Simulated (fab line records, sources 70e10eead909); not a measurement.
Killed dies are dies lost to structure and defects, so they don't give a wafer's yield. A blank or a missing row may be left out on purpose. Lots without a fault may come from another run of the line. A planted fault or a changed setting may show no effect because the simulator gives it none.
Chamber matching | flow nand_harc | NHARC_A_M0_CMP_23 on cmp-02: 4 sister chambers
The step polishes, t overpolish 20 s, target thk 113.75 nm. 7 wafers are shown with their chamber, then 8 later ones without.

WAFERS WITH THEIR CHAMBER
wafer  | chamber | motor_current_A (A) | time_to_endpoint_s (s)
L082.1 | 0       | 13.1                | 24.1
L082.6 | 2       | 12.2                | 25.2
L084.5 | 2       | 11.8                | 27.9
L085.1 | 1       | 11.8                | 28.4
L085.3 | 3       | 12.9                | 29.3
L085.5 | 1       | 12.2                | 29.3
L089.2 | 3       | 12.4                | 32.1

WAFERS WITHOUT THEIR CHAMBER
wafer  | motor_current_A (A) | time_to_endpoint_s (s)
L089.3 | 11.7                | 26.8
L089.5 | 11.9                | 27.9
L087.2 | 12.1                | 29.9
L087.4 | 12.8                | 31.7
L087.6 | 13.3                | 31.1
L096.2 | 11.8                | 26.9
L096.5 | 12.0                | 27.8
L096.6 | 11.2                | 26.4

WHICH CHAMBER EACH WENT THROUGH
wafer  | from the rows above          | in truth
L089.3 | can't be placed: 2 or 1      | 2
L089.5 | can't be placed: 1 or 2      | 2
L087.2 | can't be placed: 1 or 3 or 2 | 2
L087.4 | 3                            | 3
L087.6 | 3                            | 3
L096.2 | can't be placed: 2 or 1      | 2
L096.5 | can't be placed: 1 or 2      | 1
L096.6 | can't be placed: 2 or 1      | 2
Placed correctly: 2 of 8. Can't be placed from these rows: 6 (the true chamber is among the candidates in 6). Placed wrongly: 0.
How it was worked out, from the rows above alone: a wafer's distance from a chamber is the root of the sum, over the readings, of the square of ((its reading less the chamber's mean) divided by the reading's scatter). The wafer belongs to the nearest chamber; if the next one is less than 2 further off, it can't be placed. A chamber's mean is the mean of its shown wafers. The scatter: the root of (the sum of the squares of (reading less its chamber's mean) over the shown wafers, divided by (wafers less chambers)).
